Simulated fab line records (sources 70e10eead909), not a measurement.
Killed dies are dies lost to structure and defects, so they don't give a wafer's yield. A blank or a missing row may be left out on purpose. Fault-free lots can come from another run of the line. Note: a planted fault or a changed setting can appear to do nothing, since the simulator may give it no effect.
A single fault, viewed from 2 desks + flow nand harc + what lay behind the numbers comes last; until then each desk has only its own

## THE TOOL OWNER'S DESK: litho track-06
The tool's own readings at NHARC_P_GATE_PEB_24 (peb time 65 s): means of the sampled wafers that have a number, for each lot that ran on this tool. Marked OUT: a lot whose mean sits more than 4 standard deviations from the usual mean, which makes it out of limits; the brackets give that distance.
Columns: A = exhaust pa at NHARC_P_GATE_PEB_24, usual 45.0 Pa; B = heater power total W at NHARC_P_GATE_PEB_24, usual 156.6 W; C = plate temp C at NHARC_P_GATE_PEB_24, usual 100.02 C
| lot  | first seen here | A    | B                | C                |
|------|-----------------|------|------------------|------------------|
| L627 | day 5 17:46     | 45.9 | 156.8            | 99.86            |
| L631 | day 7 03:56     | 45.5 | 156.4            | 100.05           |
| L632 | day 7 12:40     | 44.7 | 156.7            | 99.97            |
| L637 | day 9 16:34     | 44.6 | 157.0            | 99.85            |
| L640 | day 11 01:55    | 45.4 | 155.2            | 99.06 (-6.9) OUT |
| L642 | day 11 15:37    | 44.8 | 154.7 (-4.4) OUT | 99.25 (-5.5) OUT |
Finding of this desk: L640, L642 out of limits; the first was L640 at day 11 01:55, on plate temp C at NHARC_P_GATE_PEB_24. L627, L631, L632, L637: within limits.

## METROLOGY DESK
What the gauges read for every lot (on any tool): the sampled wafers with a number, averaged. Marked OUT: a lot whose mean sits more than 4 standard deviations from the usual mean, which makes it out of limits; the brackets give that distance.
Columns: A = trench depth nm at NHARC_P_STI_OCD_MEAS_43, usual 301.1 nm; B = trench foot cd nm at NHARC_P_STI_OCD_MEAS_43, usual 158.4 nm; C = cd nm at NHARC_P_GATE_CD_MEAS_11, usual 1640.6 nm; D = cd nm at NHARC_P_GATE_CD_MEAS_26, usual 120.0 nm
| lot  | first seen here | A     | B     | C      | D                |
|------|-----------------|-------|-------|--------|------------------|
| L627 | day 3 07:56     | 302.8 | 158.4 | 1639.9 | 119.9            |
| L628 | day 3 17:54     | 301.4 | 158.4 | 1641.2 | 120.1            |
| L631 | day 4 23:57     | 297.6 | 159.0 | 1641.0 | 120.1            |
| L632 | day 5 07:40     | 302.6 | 157.9 | 1638.5 | 120.3            |
| L637 | day 7 12:02     | 304.9 | 158.9 | 1642.0 | 120.0            |
| L638 | day 7 20:19     | 305.2 | 157.8 | 1640.6 | 119.5            |
| L640 | day 8 19:27     | 300.7 | 159.7 | 1639.3 | 123.3 (+7.6) OUT |
| L642 | day 9 14:38     | 301.3 | 157.7 | 1641.5 | 123.0 (+6.7) OUT |
| L646 | day 11 06:58    | 303.5 | 157.1 | 1641.1 | 119.7            |
| L647 | day 11 13:46    | 295.8 | 158.7 | 1639.4 | 119.7            |
| L648 | day 13 06:22    | 297.0 | 157.9 | 1642.2 | 120.5            |
Finding of this desk: L640, L642 out of limits; the first was L640 at day 11 02:00, on cd nm at NHARC_P_GATE_CD_MEAS_26. L627, L628, L631, L632, L637, L638, L646, L647, L648: within limits.

## BROUGHT TOGETHER
The tool owner's desk could have raised an alarm at day 11 01:55, on L640, L642.
An alarm was possible from the metrology desk at day 11 02:00, on L640, L642.
NHARC_P_GATE_PEB_24 was run on litho track-06 by each of the lots named.

## WHAT THE SIMULATOR HAD INSERTED
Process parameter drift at NHARC_P_GATE_PEB_24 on litho track-06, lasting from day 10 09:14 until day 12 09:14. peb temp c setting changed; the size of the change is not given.
Shown lots that were struck: L640, L642.
Hours from the fault's start to each desk's first reading out of limits: the tool owner's desk, 17; the metrology desk, 17.
